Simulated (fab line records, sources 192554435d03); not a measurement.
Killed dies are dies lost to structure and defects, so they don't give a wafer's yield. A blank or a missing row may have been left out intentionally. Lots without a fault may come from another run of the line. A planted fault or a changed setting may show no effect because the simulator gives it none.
Chamber matching | flow n5 finfet | 4 sister chambers for N5_HKMG_FIN_ALD_75 on ald hk-03
The step deposits Al2O3, target thk 1 nm, co reactant pulse time 1 s. 18 wafers are shown with their chamber, then 9 later ones without.

== WAFERS WITH THEIR CHAMBER ==
wafer  | chamber | heater power w (W) | precursor pulse height rel | susceptor temp C (C)
L074.4 | 0       | 177                | 1.027                      | 149.81
L074.5 | 0       | 176                | 1.015                      | 149.78
L074.6 | 1       | 134                | 0.990                      | 149.85
L075.1 | 1       | 133                | 0.982                      | 149.94
L075.2 | 3       | 146                | 1.028                      | 149.55
L075.4 | 2       | 150                | 0.976                      | 150.14
L078.2 | 0       | 174                | 1.001                      | 150.05
L078.4 | 2       | 151                | 0.997                      | 149.78
L078.5 | 0       | 176                | 1.033                      | 150.15
L080.1 | 2       | 147                | 1.005                      | 150.07
L080.2 | 1       | 134                | 0.985                      | 150.11
L080.6 | 3       | 149                | 1.017                      | 149.96
L082.2 | 3       | 151                | 0.995                      | 150.05
L082.3 | 1       | 135                | 0.985                      | 149.92
L082.4 | 2       | 151                | 1.001                      | 150.05
L085.4 | 2       | 151                | 0.980                      | 149.94
L085.5 | 1       | 133                | 1.044                      | 149.74
L085.6 | 0       | 177                | 0.999                      | 150.00

SIGNATURES, as means of the wafers listed above
reading                    | chamber 0 | chamber 1 | chamber 2 | chamber 3 | scatter within a chamber
heater power w             | 176.00    | 133.80    | 150.00    | 148.67    | 1.55
precursor pulse height rel | 1.01500   | 0.99720   | 0.99180   | 1.01333   | 0.0188
susceptor temp C           | 149.9580  | 149.9120  | 149.9960  | 149.8533  | 0.168
Rule: a wafer lies at a distance from a chamber equal to the root of the sum of squares, over the readings, of (its reading less the chamber's mean, divided by the reading's scatter). If the next closest chamber is less than 2 further off than the closest, the wafer can't be placed; otherwise it belongs to the closest. How the scatter is found: for the shown wafers, subtract from each reading the mean of its chamber, square and add these, divide the total by (wafers less chambers), then take the root.

== WAFERS WITH NO CHAMBER GIVEN ==
wafer  | heater power w (W) | precursor pulse height rel | susceptor temp C (C)
L086.1 | 143                | 1.004                      | 149.93
L086.4 | 148                | 1.011                      | 149.74
L086.5 | 150                | 0.963                      | 150.02
L087.1 | 133                | 1.008                      | 149.82
L087.3 | 179                | 1.017                      | 149.92
L087.6 | 135                | 0.978                      | 149.98
L096.3 | 180                | 1.007                      | 149.93
L096.4 | 149                | 0.990                      | 149.81
L096.6 | 148                | 0.989                      | 149.84

== CHAMBER TAKEN BY EACH ==
wafer  | from the rows above     | in truth
L086.1 | can't be placed: 3 or 2 | 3
L086.4 | can't be placed: 3 or 2 | 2
L086.5 | can't be placed: 2 or 3 | 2
L087.1 | 1                       | 1
L087.3 | 0                       | 0
L087.6 | 1                       | 1
L096.3 | 0                       | 0
L096.4 | can't be placed: 2 or 3 | 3
L096.6 | can't be placed: 3 or 2 | 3
Placed correctly: 4 of 9. Cannot be placed on the basis of these rows: 5; the candidates contain the true chamber in 5. Wrongly placed: 0.
